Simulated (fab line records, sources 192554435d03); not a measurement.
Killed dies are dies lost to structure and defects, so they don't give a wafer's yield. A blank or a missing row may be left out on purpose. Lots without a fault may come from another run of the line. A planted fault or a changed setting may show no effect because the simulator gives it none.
Which tool did it? | flow n5_finfet | 12 lots, 32 wafers sampled, at 4 steps of a route of 1938

WHAT THE GAUGES READ, wafer by wafer
The record holds no reading of a measuring or inspecting step that can be judged against a usual standard deviation.

WHICH TOOL RAN EACH LOT (tool, then ch and the chambers of the sampled wafers, then the start)
lot  | N5_BEOL_M1_ALD_98                | N5_MIM_TOP_ETCH_STRIP_01           | N5_PASSIVATION_STRIP_14            | N5_PASSIVATION_PROBE_49
L831 | ald_sin-04 ch 0,1,2, day 6 12:43 | rie_diel-05 ch 0,1,2, day 12 04:26 | rie_diel-05 ch 1,2, day 12 06:53   | -
L833 | ald_sin-02 ch 2,3, day 6 16:26   | rie_diel-01 ch 1,3, day 12 07:43   | rie_diel-05 ch 0,2,3, day 12 10:31 | -
L835 | ald_sin-02 ch 2,3, day 7 10:54   | rie_diel-05 ch 0,2,3, day 13 09:44 | rie_diel-05 ch 0,2,3, day 13 12:21 | -
L836 | ald_sin-03 ch 1,2, day 7 18:35   | rie_diel-06 ch 0,3, day 14 06:34   | rie_diel-05 ch 0,1, day 14 09:04   | -
L837 | ald_sin-03 ch 1,2, day 7 23:17   | rie_diel-06 ch 1,2, day 13 21:46   | rie_diel-05 ch 0,1,2, day 14 00:41 | -
L839 | ald_sin-02 ch 0,1,2, day 8 12:29 | rie_diel-01 ch 1,2,3, day 14 10:10 | rie_diel-05 ch 0,1,2, day 14 12:58 | -
L840 | ald_sin-02 ch 1,2,3, day 8 16:58 | rie_diel-05 ch 0,1, day 14 22:54   | rie_diel-01 ch 0,1,2, day 15 02:10 | -
L841 | ald_sin-03 ch 2,3, day 9 00:55   | rie_diel-06 ch 3, day 14 19:17     | rie_diel-05 ch 0,3, day 14 22:17   | -
L842 | ald_sin-02 ch 0,1,2, day 9 05:51 | rie_diel-06 ch 0,1,3, day 14 17:03 | rie_diel-01 ch 0,1, day 14 21:34   | prober-01, day 15 03:49
L843 | ald_sin-04 ch 2,3, day 9 08:32   | rie_diel-01 ch 0,2, day 15 05:43   | rie_diel-01 ch 0,1, day 15 08:28   | -
L847 | ald_sin-02 ch 0,1, day 10 10:55  | rie_diel-06 ch 1,2,3, day 16 07:14 | rie_diel-05 ch 0,1,2, day 16 09:45 | prober-01, day 16 16:29
L853 | ald_sin-04 ch 0,2, day 12 00:35  | rie_diel-01 ch 0,1, day 18 15:49   | rie_diel-01 ch 0,2, day 18 19:46   | -
- N5_BEOL_M1_ALD_98: deposits SiO2, target thk 2.5 nm, pulse time 1 s, co reactant pulse time 1 s.
- N5_MIM_TOP_ETCH_STRIP_01: strips in O2.
- N5_PASSIVATION_STRIP_14: strips in O2.
- N5_PASSIVATION_PROBE_49

WHAT THE TOOLS THEMSELVES READ (means of the sampled wafers that have a number; where no wafer has one, the mark that the record gives instead)
N5_BEOL_M1_ALD_98. Usual: chamber_pressure_Torr 2.000 Torr, standard deviation 0.0038; heater_power_w 78 W, standard deviation 9; precursor_pulse_height_rel 1.001, standard deviation 0.019.
lot  | tool       | chamber_pressure_Torr (Torr) | heater_power_w (W) | precursor_pulse_height_rel | flag
L831 | ald_sin-04 | 2.001                        | 81                 | 1.006                      |
L833 | ald_sin-02 | 1.999                        | 73                 | 0.980                      |
L835 | ald_sin-02 | 2.000                        | 75                 | 0.970                      |
L836 | ald_sin-03 | 1.996                        | 74                 | 1.012                      |
L837 | ald_sin-03 | 1.997                        | 74                 | 0.992                      |
L839 | ald_sin-02 | 2.003                        | 73                 | 1.026                      |
L840 | ald_sin-02 | 2.001                        | 78                 | 0.995                      |
L841 | ald_sin-03 | 2.006                        | 84                 | 1.010                      |
L842 | ald_sin-02 | 1.998                        | 72                 | 1.005                      |
L843 | ald_sin-04 | 2.001                        | 79                 | 1.026                      |
L847 | ald_sin-02 | 1.999                        | 79                 | 0.997                      |
L853 | ald_sin-04 | 2.003                        | 86                 | 0.988                      |

N5_MIM_TOP_ETCH_STRIP_01. Usual: drypump_motor_current_A 5.6 A, standard deviation 0.31; oes_product_au 0.79 a.u., standard deviation 0.085; rf_vpp_V 3.6 V, standard deviation 1.3; showerhead_plenum_p_Torr 2.11 Torr, standard deviation 0.047; temp_c 60.01 C, standard deviation 0.12; throttle_valve_pct 16.65 %, standard deviation 0.2.
lot  | tool        | drypump_motor_current_A (A) | oes_product_au (a.u.) | rf_vpp_V (V) | showerhead_plenum_p_Torr (Torr) | temp_c (C) | throttle_valve_pct (%) | flag
L831 | rie_diel-05 | 5.6                         | 0.76                  | 4.2          | 2.13                            | 60.12      | 16.54                  |
L833 | rie_diel-01 | 5.9                         | 0.87                  | 2.9          | 2.16                            | 60.08      | 16.65                  |
L835 | rie_diel-05 | 5.7                         | 0.75                  | 3.8          | 2.12                            | 60.02      | 16.73                  |
L836 | rie_diel-06 | 5.5                         | 0.73                  | 4.3          | 2.08                            | 60.07      | 16.67                  |
L837 | rie_diel-06 | 5.4                         | 0.83                  | 3.0          | 2.12                            | 59.83      | 16.53                  |
L839 | rie_diel-01 | 5.7                         | 0.86                  | 3.8          | 2.12                            | 59.97      | 16.55                  |
L840 | rie_diel-05 | 5.8                         | 0.72                  | 3.0          | 2.15                            | 60.03      | 16.61                  |
L841 | rie_diel-06 | 5.2                         | 0.79                  | 4.9          | 2.02                            | 60.09      | 16.68                  |
L842 | rie_diel-06 | 5.5                         | 0.77                  | 4.0          | 2.09                            | 59.90      | 16.58                  |
L843 | rie_diel-01 | 5.7                         | 0.85                  | 3.3          | 2.10                            | 59.98      | 16.61                  |
L847 | rie_diel-06 | 5.4                         | 0.77                  | 2.1          | 2.07                            | 59.96      | 16.66                  |
L853 | rie_diel-01 | 6.0                         | 0.82                  | 4.0          | 2.14                            | 59.95      | 16.88                  |

N5_PASSIVATION_STRIP_14. Usual: drypump_motor_current_A 5.6 A, standard deviation 0.31; oes_product_au 0.80 a.u., standard deviation 0.083; rf_vpp_V 3.6 V, standard deviation 0.85; showerhead_plenum_p_Torr 2.11 Torr, standard deviation 0.043; temp_c 60.01 C, standard deviation 0.12; throttle_valve_pct 16.61 %, standard deviation 0.21.
lot  | tool        | drypump_motor_current_A (A) | oes_product_au (a.u.) | rf_vpp_V (V) | showerhead_plenum_p_Torr (Torr) | temp_c (C) | throttle_valve_pct (%) | flag
L831 | rie_diel-05 | 5.4                         | 0.78                  | 3.8          | 2.11                            | 60.03      | 16.54                  |
L833 | rie_diel-05 | 5.7                         | 0.73                  | 3.5          | 2.12                            | 60.15      | 16.74                  |
L835 | rie_diel-05 | 5.7                         | 0.74                  | 2.5          | 2.12                            | 60.01      | 16.76                  |
L836 | rie_diel-05 | 5.7                         | 0.75                  | 3.1          | 2.14                            | 60.02      | 16.57                  |
L837 | rie_diel-05 | 5.6                         | 0.76                  | 2.8          | 2.13                            | 60.11      | 16.61                  |
L839 | rie_diel-05 | 5.7                         | 0.75                  | 3.4          | 2.12                            | 59.97      | 16.60                  |
L840 | rie_diel-01 | 5.8                         | 0.86                  | 4.0          | 2.12                            | 60.14      | 16.69                  |
L841 | rie_diel-05 | 5.8                         | 0.82                  | 3.5          | 2.12                            | 59.95      | 16.59                  |
L842 | rie_diel-01 | 6.0                         | 0.87                  | 4.7          | 2.16                            | 60.01      | 16.81                  |
L843 | rie_diel-01 | 6.0                         | 0.83                  | 3.8          | 2.15                            | 60.10      | 16.81                  |
L847 | rie_diel-05 | 5.6                         | 0.75                  | 3.4          | 2.12                            | 59.97      | 16.62                  |
L853 | rie_diel-01 | 5.6                         | 0.82                  | 4.6          | 2.09                            | 59.93      | 16.66                  |

N5_PASSIVATION_PROBE_49. Usual: defect_limited_yield 91.7 %, standard deviation 1.7; killed_at_M0_to_M3 34, standard deviation 10; killed_at_M4_up 13, standard deviation 5.1; killed_at_contacts 12, standard deviation 6.2; killed_at_front_end 36, standard deviation 12; killed_at_other 3.2, standard deviation 2.6; killed_dies 98, standard deviation 20; killed_on_rim 13, standard deviation 4.5; killed_open 65, standard deviation 13; killed_short 32, standard deviation 8.4; sort_bin_5_function 4.8 %, standard deviation 1.1; sort_bin_6_memory 3.2 %, standard deviation 0.74; sort_n_pass 1082, standard deviation 20; sort_yield_pct 91.7 %, standard deviation 1.7.
lot  | tool      | defect_limited_yield (%) | killed_at_M0_to_M3 | killed_at_M4_up | killed_at_contacts | killed_at_front_end | killed_at_other | killed_dies | killed_on_rim | killed_open | killed_short | sort_bin_5_function (%) | sort_bin_6_memory (%) | sort_n_pass | sort_yield_pct (%) | flag
L842 | prober-01 | 86.7                     | 105                | 14              | 4                  | 30                  | 4.7             | 157         | 24            | 50          | 23           | 8.6                     | 3.2                   | 1023        | 86.7               | OFF
L847 | prober-01 | 85.6                     | 113                | 10              | 9                  | 33                  | 4.0             | 169         | 27            | 55          | 27           | 8.9                     | 3.5                   | 1011        | 85.6               | OFF

THE ANSWER, worked out from the rows above alone
Rule: a lot is off if the mean of its wafers that have a number lies more than 3 standard deviations from the usual mean. A lot without any number at a reading at which 4 lots or more have one is off too. The other lots that the step has rows for count as sound. The gauges are gone through in route order, then the tools' own readings, and for those a lot's mean is taken as printed above. The first step at which some lot is off is used, and at that step the reading that is off furthest; a lot without a number counts as furthest.
Off: L842, L847, at N5_PASSIVATION_PROBE_49 (killed_at_M0_to_M3). Neither off nor sound, because the step has no rows for them: L831, L833, L835, L836, L837, L839, L840, L841, L843, L853.
A tool fits if, at that step or a process step before it, it ran every lot that is off, and no sound lot after the first of them. Can't be told from this: 3 tools fit, ald_sin-02 at N5_BEOL_M1_ALD_98, rie_diel-06 at N5_MIM_TOP_ETCH_STRIP_01, prober-01 at N5_PASSIVATION_PROBE_49.

WHAT THE SIMULATOR HAD PUT IN
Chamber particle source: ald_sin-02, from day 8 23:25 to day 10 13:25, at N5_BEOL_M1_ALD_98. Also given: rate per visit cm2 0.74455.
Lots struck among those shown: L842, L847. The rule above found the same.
